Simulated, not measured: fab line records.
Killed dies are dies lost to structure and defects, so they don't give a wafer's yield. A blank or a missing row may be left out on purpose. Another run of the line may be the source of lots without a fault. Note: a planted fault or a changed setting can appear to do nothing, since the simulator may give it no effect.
fab line records + flow nand_harc
record
- lots=7
- wafers=20
- last_day=33
route steps=1302 shown A_STAIRCASE@722 END@1302
lots that met no fault: taken from a fault-free run of the same line
start_h: start of the lot's first displayed wafer, in hours after the record's first day + wait_h: hours since the lot's step before + " unchanged from the row above + L1.1+2: a single row standing in for several wafers + - no value, or no start was given + * or withheld: withheld + < > ~ a bound
route shown NAME@n: NAME is a module with steps in the file, n the number in the route of the first one + usual: average and standard deviation across the fault-free wafers + same: alike in all rows + chamber/n: place in a boat + sites: the reading at each site + _std_site: the values' standard deviation + _edge_site: inner sites' mean taken away from outer sites' mean + radius_mm: how far each site lies from the wafer's centre + mask NAME#n: copy n + behind: tool/chamber where the wafer was last shaped + hold: cause of the lot's hold/its duration in hours/its outcome + device: the transistor (n, p or np) that didn't switch + end of line: at the end of the route, the tests of the same wafers + step lacking rows: just its recipe + killed: not the wafer's yield, but the dies lost to structure and defects at the first sort + map: the dies of a wafer, with x for killed, . for not killed, _ for no die there
set.NAME: the run value of the setting; set.NAME@STEP: its run value at that earlier step + model.NAME: the simulator's own value behind a step, which no gauge read
lots at some steps of the route; a table a step, a row a wafer
services: a tool's chamber out of use, with start hour (start_h, from the record's first day; less than 0 if before it), hours out, and reason
## steps
# step NHARC_A_STAIRCASE_SRD_208
# step NHARC_A_STAIRCASE_DEHYDRATE_209
# recipe
- temp_c=150
- time_s=120
# step NHARC_A_STAIRCASE_HMDS_210
# recipe
- time_s=30
# step NHARC_A_STAIRCASE_COAT_211
# recipe
- spin_rpm=1200
# step NHARC_A_STAIRCASE_SOFTBAKE_212
# recipe
- temp_c=135
- time_s=170
# step NHARC_A_STAIRCASE_EBR_213
# step NHARC_A_STAIRCASE_EXPOSE_214
# recipe
- na=0.5
- dose_mj=31.26
- mask_id=STAIR_3
# step NHARC_A_STAIRCASE_PEB_215
# recipe
- peb_temp_c=115
- peb_time_s=130
# step NHARC_A_STAIRCASE_DEVELOP_216
# recipe
- time_s=140
# step NHARC_A_STAIRCASE_HARDBAKE_218
# recipe
- temp_c=120
- time_s=140
# step NHARC_A_STAIRCASE_DESCUM_219
# recipe
- time_s=3
- o2_flow_sccm=200
- ar_flow_sccm=0
- bias_power_w=0
- chemistry=O2
# usual
- drypump_motor_current_A=5.7/0.4
- oes_product_au=1.007/0.012
- rf_vpp_V=57.9/0.96
- showerhead_plenum_p_Torr=1.95/0.091
- throttle_valve_pct=11.311/0.0087
| lot.wafer | tool        | chamber | start_h | wait_h | drypump_motor_current_A | oes_product_au | rf_hours_counter_h | rf_vpp_V | showerhead_plenum_p_Torr | throttle_valve_pct |
|-----------|-------------|---------|---------|--------|-------------------------|----------------|--------------------|----------|--------------------------|--------------------|
| L832.3    | rie_diel-10 | 3       | 388.86  | -      | 5.9                     | 0.998          | 43                 | 56.6     | 1.98                     | 11.305             |
| L832.4    | "           | 0       | "       | "      | 5.5                     | 1.009          | 41                 | 58.3     | 2.06                     | 11.315             |
| L832.6    | "           | 3       | "       | "      | 5.9                     | 0.996          | -                  | 57.4     | 1.98                     | 11.317             |
| L838.4    | rie_diel-01 | 1       | 451.27  | -      | 6.1                     | 1.009          | 22                 | 59.0     | 1.88                     | 11.329             |
| L838.1    | "           | 2       | "       | "      | 5.9                     | 1.001          | 21                 | 57.1     | 2.05                     | 11.305             |
| L838.6    | "           | 1       | "       | "      | 6.1                     | 1.002          | -                  | 58.3     | 1.88                     | 11.294             |
| L848.4    | rie_diel-01 | 2       | 544.73  | -      | 5.9                     | 1.000          | 58                 | 59.7     | 2.04                     | 11.315             |
| L848.1    | "           | 1       | "       | "      | 6.0                     | 0.997          | 49                 | 58.1     | 1.87                     | 11.309             |
| L849.4    | rie_diel-01 | 1       | 544.98  | -      | 6.1                     | 1.002          | 49                 | 57.5     | 1.87                     | 11.317             |
| L849.3    | "           | 2       | "       | "      | 5.8                     | 0.990          | 58                 | 58.7     | 2.04                     | 11.326             |
| L849.6    | "           | 1       | "       | "      | 6.1                     | 1.008          | -                  | 59.3     | 1.87                     | 11.294             |
| L850.3    | rie_diel-01 | 1       | 573.64  | -      | 6.0                     | 1.004          | 2                  | 58.1     | 1.87                     | 11.299             |
| L850.1    | "           | 2       | "       | "      | 5.8                     | 0.998          | 4                  | 59.1     | 2.04                     | 11.312             |
| L850.4    | "           | 0       | "       | "      | 4.7                     | 1.009          | 2                  | 56.2     | 1.90                     | 11.313             |
| L853.2    | rie_diel-10 | 0       | 584.09  | -      | 5.5                     | 1.013          | 50                 | 58.4     | 2.04                     | 11.319             |
| L853.1    | "           | 1       | "       | "      | 5.8                     | 1.022          | 42                 | 56.7     | 1.91                     | 11.314             |
| L853.6    | "           | 3       | "       | "      | 6.0                     | 0.999          | -                  | 58.3     | 1.96                     | 11.329             |
| L852.1    | rie_diel-02 | 0       | 584.25  | -      | 6.1                     | 1.006          | 1                  | 58.2     | 1.84                     | 11.303             |
| L852.3    | "           | 1       | "       | "      | 6.2                     | 0.993          | 1                  | 57.8     | 1.90                     | 11.307             |
| L852.5    | "           | 3       | "       | "      | 5.5                     | 0.988          | -                  | 57.6     | 2.04                     | 11.312             |
# step NHARC_A_STAIRCASE_TRIM_220
# recipe
- time_s=211.2
- o2_flow_sccm=500
- ar_flow_sccm=0
- bias_w=0
- chemistry=O2
# usual
- drypump_motor_current_A=5.7/0.41
- oes_product_au=1.008/0.012
- rf_vpp_V=57.8/0.88
- run_length_s=232.4/0.49
- showerhead_plenum_p_Torr=3.59/0.16
- throttle_valve_pct=17.037/0.0086
| lot.wafer | tool        | chamber | start_h | wait_h | drypump_motor_current_A | oes_product_au | rf_hours_counter_h | rf_vpp_V | run_length_s | showerhead_plenum_p_Torr | throttle_valve_pct |
|-----------|-------------|---------|---------|--------|-------------------------|----------------|--------------------|----------|--------------|--------------------------|--------------------|
| L832.4    | rie_diel-10 | 3       | 388.95  | 0.1    | 6.0                     | 1.001          | 43                 | 59.0     | 232.1        | 3.64                     | 17.026             |
| L832.3    | "           | 1       | "       | "      | 5.8                     | 1.023          | 50                 | 58.3     | 232.1        | 3.55                     | 17.032             |
| L832.6    | "           | 3       | "       | "      | 5.9                     | 1.004          | -                  | 58.1     | 232.3        | 3.64                     | 17.043             |
| L838.1    | rie_diel-01 | 1       | 451.39  | 0.1    | 6.0                     | 1.014          | 22                 | 58.2     | 233.1        | 3.47                     | 17.032             |
| L838.4    | "           | 2       | "       | "      | 5.9                     | 0.996          | 21                 | 59.5     | 232.4        | 3.76                     | 17.064             |
| L838.6    | "           | 0       | "       | "      | 4.8                     | 1.000          | -                  | 58.8     | 232.9        | 3.52                     | 17.046             |
| L848.1    | rie_diel-01 | 3       | 544.82  | 0.1    | 5.7                     | 1.004          | 59                 | 58.8     | 292.5        | 3.72                     | 17.037             |
| L848.4    | "           | 0       | "       | "      | 4.7                     | 1.016          | 48                 | 58.0     | 233.1        | 3.51                     | 17.040             |
| L849.4    | rie_diel-01 | 1       | 545.27  | 0.3    | 6.1                     | 1.001          | 49                 | 57.8     | 233.0        | 3.45                     | 17.034             |
| L849.3    | "           | 3       | "       | "      | 5.6                     | 1.008          | 59                 | 58.9     | 292.6        | 3.72                     | 17.035             |
| L849.6    | "           | 1       | "       | "      | 6.1                     | 0.998          | -                  | 57.7     | 232.8        | 3.45                     | 17.027             |
| L850.1    | rie_diel-01 | 1       | 573.72  | 0.1    | 6.1                     | 1.018          | 2                  | 56.8     | 292.3        | 3.45                     | 17.032             |
| L850.4    | "           | 2       | "       | "      | 5.9                     | 0.994          | 4                  | 58.7     | 231.7        | 3.74                     | 17.029             |
| L850.3    | "           | 3       | "       | "      | 5.6                     | 1.005          | 4                  | 58.2     | 292.6        | 3.72                     | 17.042             |
| L853.2    | rie_diel-10 | 0       | 584.16  | 0.1    | 5.5                     | 1.014          | 50                 | 57.3     | 232.8        | 3.75                     | 17.032             |
| L853.1    | "           | 3       | "       | "      | 5.9                     | 0.982          | 49                 | 58.2     | 232.8        | 3.61                     | 17.044             |
| L853.6    | "           | 0       | "       | "      | 5.4                     | 1.003          | -                  | 59.5     | 232.1        | 3.75                     | 17.037             |
| L852.1    | rie_diel-02 | 2       | 584.33  | 0.1    | 6.1                     | 1.032          | 1                  | 56.3     | 231.7        | 3.31                     | 17.046             |
| L852.3    | "           | 3       | "       | "      | 5.5                     | 0.997          | 1                  | 58.3     | 232.2        | 3.75                     | 17.031             |
| L852.5    | "           | 2       | "       | "      | 6.1                     | 1.011          | -                  | 57.4     | 231.7        | 3.31                     | 17.037             |
# step NHARC_A_STAIRCASE_ETCH_221
# recipe
- target_depth_a=1000
- time_s=40.5
- ion_energy_ev=400
- c4f8_flow_sccm=20
- o2_flow_sccm=10
- ar_flow_sccm=withheld
- rf_w=600
- bias_w=1000
- chemistry=C4F8/O2
# usual
- oes_product_au=0.947/0.014
- rf_fwd_power_W=592/3.6
- rf_vpp_V=898/5.7
| lot.wafer | tool        | chamber | start_h | wait_h | oes_product_au | rf_fwd_power_W | rf_hours_counter_h | rf_vpp_V |
|-----------|-------------|---------|---------|--------|----------------|----------------|--------------------|----------|
| L832.4    | rie_diel-10 | 0       | -       | -      | 0.962          | 587            | 42                 | 906      |
| L832.3    | "           | 1       | "       | "      | 0.993          | 598            | 50                 | 898      |
| L832.6    | "           | 0       | "       | "      | 0.975          | 590            | -                  | 903      |
| L838.1    | rie_diel-01 | 0       | -       | -      | 0.940          | 596            | 20                 | 897      |
| L838.4    | "           | 1       | "       | "      | 0.939          | 586            | 22                 | 894      |
| L838.6    | "           | 0       | "       | "      | 0.944          | 597            | -                  | 897      |
| L848.1    | rie_diel-01 | 1       | -       | -      | 0.940          | 588            | 49                 | 893      |
| L848.4    | "           | 2       | "       | "      | 0.934          | 592            | 58                 | 905      |
| L849.3    | rie_diel-01 | 3       | -       | -      | 0.927          | 585            | 59                 | 903      |
| L849.4    | "           | 2       | "       | "      | 0.926          | 594            | 58                 | 903      |
| L849.6    | "           | 3       | "       | "      | 0.935          | 586            | -                  | 903      |
| L850.1    | rie_diel-01 | 2       | -       | -      | 0.920          | 597            | 4                  | 904      |
| L850.4    | "           | 0       | "       | "      | 0.949          | 593            | 2                  | 895      |
| L850.3    | "           | 1       | "       | "      | 0.943          | 592            | 2                  | 893      |
| L853.1    | rie_diel-10 | 2       | -       | -      | 0.967          | 593            | 45                 | 905      |
| L853.2    | "           | 0       | "       | "      | 0.963          | 589            | 50                 | 905      |
| L853.6    | "           | 3       | "       | "      | 0.939          | 590            | -                  | 898      |
| L852.3    | rie_diel-02 | 0       | -       | -      | 0.939          | 589            | 1                  | 890      |
| L852.1    | "           | 1       | "       | "      | 0.943          | 590            | 1                  | 895      |
| L852.5    | "           | 3       | "       | "      | 0.945          | 593            | -                  | 903      |
# step NHARC_END_SORT_01
# recipe
- temp_c=25
# usual
- killed_at_array=58/22
- killed_at_other=1.0/1.3
- killed_at_periphery=5/3.4
- killed_dies=64/22
- killed_open=3.6/1.8
- killed_short=2.4/1.7
# same
- gross_dies=677
| lot.wafer | tool      | chamber | start_h | wait_h | killed_at_array | killed_at_other | killed_at_periphery | killed_dies | killed_open | killed_short |
|-----------|-----------|---------|---------|--------|-----------------|-----------------|---------------------|-------------|-------------|--------------|
| L848.1    | prober-01 | 0       | 750.06  | 2.5    | 414             | 0               | 1                   | 415         | 1           | 2            |
| L849.3    | prober-02 | 0       | 751.67  | 3.1    | 418             | 3               | 10                  | 431         | 6           | 2            |
| L849.4    | prober-02 | 0       | 752.48  | 3.4    | 85              | 0               | 10                  | 95          | 4           | 2            |
| L849.6    | prober-02 | 0       | 754.08  | 4.0    | 57              | 1               | 7                   | 65          | 2           | 2            |
| L850.1    | prober-01 | 0       | 771.31  | 2.5    | 305             | 1               | 2                   | 308         | 2           | 2            |
| L850.3    | prober-01 | 0       | 772.90  | 3.1    | 394             | 0               | 0                   | 394         | 3           | 2            |
| L852.1    | prober-01 | 0       | 779.07  | 2.5    | 81              | 0               | 8                   | 89          | 4           | 3            |
| L852.3    | prober-01 | 0       | 780.69  | 3.1    | 66              | 0               | 10                  | 76          | 4           | 1            |
| L852.5    | prober-01 | 0       | 782.31  | 3.7    | 44              | 1               | 11                  | 56          | 1           | 0            |
# killed by level:class
L848.1 A_STAIRCASE:area_trim=358 A_SLIT:chamber_film_flake=31 A_CHANNEL_HOLE_D1:chamber_film_flake=8 A_CONTACT:chamber_film_flake=5 A_ZERO_WELL:chamber_film_flake=2 A_STAIRCASE:chamber_film_flake=2 A_WL_FILL:chamber_film_flake=2 A_CHANNEL_HOLE_D2:geometric_particle:short=1
L849.3 A_STAIRCASE:area_trim=325 A_SLIT:chamber_film_flake=28 A_CHANNEL_HOLE_D2:chamber_film_flake=28 A_CONTACT:chamber_film_flake=7 A_CHANNEL_HOLE_D1:chamber_film_flake=7 A_STAIRCASE:chamber_film_flake=7 A_ZERO_WELL:chamber_film_flake=6 P_M2:chamber_film_flake=5
L849.4 A_SLIT:chamber_film_flake=34 A_CHANNEL_HOLE_D2:chamber_film_flake=17 A_CHANNEL_HOLE_D1:chamber_film_flake=6 A_STAIRCASE:chamber_film_flake=6 A_WL_FILL:chamber_film_flake=6 A_CONTACT:chamber_film_flake=6 P_STI:chamber_film_flake=3 A_M0:chamber_film_flake=3
L849.6 A_SLIT:chamber_film_flake=18 A_CHANNEL_HOLE_D2:chamber_film_flake=16 A_CONTACT:chamber_film_flake=5 A_CHANNEL_HOLE_D1:chamber_film_flake=4 A_STAIRCASE:chamber_film_flake=4 P_M2:chamber_film_flake=3 A_WL_FILL:chamber_film_flake=3 P_STI:chamber_film_flake=2
L850.1 A_STAIRCASE:area_trim=232 A_SLIT:chamber_film_flake=29 A_CHANNEL_HOLE_D2:chamber_film_flake=14 A_CHANNEL_HOLE_D1:chamber_film_flake=13 A_CONTACT:chamber_film_flake=4 A_STAIRCASE:chamber_film_flake=3 A_WL_FILL:chamber_film_flake=3 A_DECK1_JOINT:chamber_film_flake=2
L850.3 A_STAIRCASE:area_trim=309 A_SLIT:chamber_film_flake=30 A_CHANNEL_HOLE_D2:chamber_film_flake=23 A_CHANNEL_HOLE_D1:chamber_film_flake=12 A_WL_FILL:chamber_film_flake=5 A_CONTACT:chamber_film_flake=4 A_DECK1_JOINT:chamber_film_flake=2 A_STAIRCASE:chamber_film_flake=2
L852.1 A_SLIT:chamber_film_flake=36 A_CHANNEL_HOLE_D2:chamber_film_flake=32 P_CONTACT:chamber_film_flake=6 A_STAIRCASE:chamber_film_flake=3 A_ONON_D2:geometric_particle:short=2 A_SOURCE_PLATE:geometric_particle:open=1 A_ONON_D2:geometric_particle:open=1 A_SGD_CUT:geometric_particle:short=1
L852.3 A_CHANNEL_HOLE_D2:chamber_film_flake=27 A_SLIT:chamber_film_flake=27 P_CONTACT:chamber_film_flake=3 P_STI:chamber_film_flake=3 P_GATE:chamber_film_flake=3 A_CHANNEL_FILL_D1:chamber_film_flake=2 A_STAIRCASE:chamber_film_flake=2 A_CONTACT:chamber_film_flake=2
L852.5 A_SLIT:chamber_film_flake=25 A_CHANNEL_HOLE_D2:chamber_film_flake=11 P_CONTACT:chamber_film_flake=4 P_STI:chamber_film_flake=3 P_GATE:chamber_film_flake=3 A_CHANNEL_HOLE_D1:chamber_film_flake=2 P_GATE:geometric_particle:open=1 A_ZERO_WELL:chamber_film_flake=1
# map L848.1 (x killed, . not)
____________.____________
_________......._________
_______..........._______
______.......x.....______
_____..xxx.x.xx....._____
____.x..x.x..x.......____
____..x.xxxxxxxx..x..____
___xxx.xx.xxxx..x..x..___
___.xxxxxxxxxxx.xxx...___
__..xxxxxxxxxxxxxx.x...__
__.xxxxxxxxxxxxxxxxx...__
_..xxxxxxxxxxxxx.xxx.x.._
_.xxxxx.xxxxxxxxxxx....._
_..xx.xxxxxxxxxxxx.x.x.._
_xxxxxxxxxxxxxxxxxx.x..._
_.x.xxxxxxxxxxx.xxxxx..._
.x.xxxxxxxxxxxxxxxx......
.xx.xxxxxxxxxxxxxxx.xx...
.x.xxxxxxxxxxxxxxxxx.....
x..xxxxxxxxxxxxxxxx.x....
.xxxxxxxxxxxxxxxxxx......
_.xxxxxxxxxxxxxxxxxx...._
_.xxxxxxxxxxxxxxxxx.x..._
_x.xxxxxxxxxxxxxxxx....._
_..xxxxxxxxxxxxxxxx.xx.._
_.xxxxxxxxxxxxxxxx.x.x.._
__xxxxxxxxxxxxx..x.....__
__xxxxx.xxxxxxxxx......__
___xxx.xxxx.xxx.x.....___
___..xxx.xxxxxxxxx....___
____x.xx.xxx..xxx....____
____..xx...x.........____
_____.x...xx........_____
______.xx..xx....x.______
_______....x.x...._______
_________......._________
____________.____________
# map L849.3 (x killed, . not)
____________.____________
_________.x....._________
_______..........._______
______........x....______
_____...xx.xx..x...._____
____..x.x.xx.x.x.....____
____...x.x.xxxxxxx...____
___..x.xxx.x.xxxxx....___
___..xxxxxxxxxxxx.xx.x___
__..x..xxxxxxxxxxxx....__
__...xxxxxxxxxxxxxxxx..__
_x..xxxxxxxxxxxxxxxxx..._
_x..xx.xxxxxxxxxxxx....._
_.xxxxxxxxxxxxxxxxxxxx.._
_...xxxxxxxxxxxxxxxxxx.._
_...xxxxxxxxxxxxxxxxx..._
.....xxxxxxxxxxxxxx.xxx..
.x.xxxxxxxxxxxxxxxxxx.x..
...xxxxxxxxxxxxxxxx.x.x..
....xxxxxxxxxxxxxxxxx....
x..xxxxxxxxxxxxxxxxxxx...
_.xxxxxxxxxxxxxxxxxxxxx._
_.xxxxxxxxxxxxxxxxxxx..._
_.xxxxxxxxxxxxxxxxxx...._
_.xxxxxxxxxxxxxxxxx.x..._
_xxxxxxxxxxxxxxxxxxxx..._
__.xxxxxxxxxxxxxxxxxx..__
__.xxx.x.xxxxxxxxxx....__
___.x.xx.xxxxxxxxx..x.___
___...xxx.xxxxxxx.....___
____..x.x.xxxxxxx...x____
____..xx..xxxxxx..x..____
_____..x.x.x........_____
______.............______
_______..........x_______
_________...x..._________
____________.____________
## services
| tool        | chamber | start_h | hours | kind       |
|-------------|---------|---------|-------|------------|
| rie_diel-10 | 0       | 368.82  | 15.9  | repair     |
| rie_diel-01 | -       | 380.96  | 9.0   | pm         |
| rie_diel-01 | 0       | 380.96  | 9.0   | vent_cycle |
| rie_diel-01 | 1       | 380.96  | 9.0   | vent_cycle |
| rie_diel-01 | 2       | 380.96  | 9.0   | vent_cycle |
| rie_diel-01 | 3       | 380.96  | 9.0   | vent_cycle |
| rie_diel-01 | 0       | 389.96  | -     | clean      |
| rie_diel-01 | 1       | 389.96  | -     | clean      |
| rie_diel-01 | 2       | 389.96  | -     | clean      |
| rie_diel-01 | 3       | 389.96  | -     | clean      |
| rie_diel-02 | -       | 393.71  | 9.0   | pm         |
| rie_diel-10 | 0       | 405.13  | 4.4   | repair     |
| rie_diel-01 | 0       | 414.46  | -     | clean      |
| rie_diel-01 | 1       | 414.46  | -     | clean      |
| rie_diel-01 | 2       | 414.46  | -     | clean      |
| rie_diel-10 | -       | 422.96  | 9.0   | pm         |
| rie_diel-01 | 0       | 429.08  | 2.5   | repair     |
| rie_diel-10 | 1       | 463.91  | 12.3  | repair     |
| rie_diel-10 | 0       | 498.78  | 5.2   | repair     |
| rie_diel-02 | 0       | 511.33  | 1.3   | repair     |
| rie_diel-10 | 0       | 539.17  | 2.1   | repair     |
| rie_diel-02 | 1       | 551.20  | 4.7   | repair     |
| rie_diel-01 | -       | 557.96  | 9.0   | pm         |
| rie_diel-02 | -       | 570.74  | 9.0   | pm         |
## key
first_sign
- step=NHARC_A_STAIRCASE_TRIM_220
- reading=run_length_s
- direction=up
- sigmas=99+
- usual=*
- struck=*
effect
- step=NHARC_END_SORT_01
- reading=killed_at_array
- direction=up
- sigmas=15
- usual=58
- struck=383
more_kills_born_at
- NHARC_A_STAIRCASE_TRIM_220@rie_diel-01=1224
met_at NHARC_A_STAIRCASE_TRIM_220
struck_wafers L848.1,L849.3,L850.1,L850.3
later_rows_left_out L848.1
tester_left_out L848,L849,L850
onset_between 451.39 544.82
fault
- kind=process_parameter_drift
- tool=rie_diel-01
- chamber=-
- onset_h=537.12
- steps=NHARC_A_STAIRCASE_TRIM_220
- channel=time_s
- offset=*
- shape=step
- end_h=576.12
- scope=struck_wafers_only
- acts_in=*
- stated=*
# tester_left_out: of these lots the tester's yield and bins aren't shown, on N5 and GAA mostly nor the transistor test; their killed dies are dies lost to structure and defects alone, not to doping, threshold or leakage, so they don't give the yield
# later_rows_left_out: the simulator's readings of these wafers behind a module that went badly wrong aren't trusted and aren't shown, but for the sort
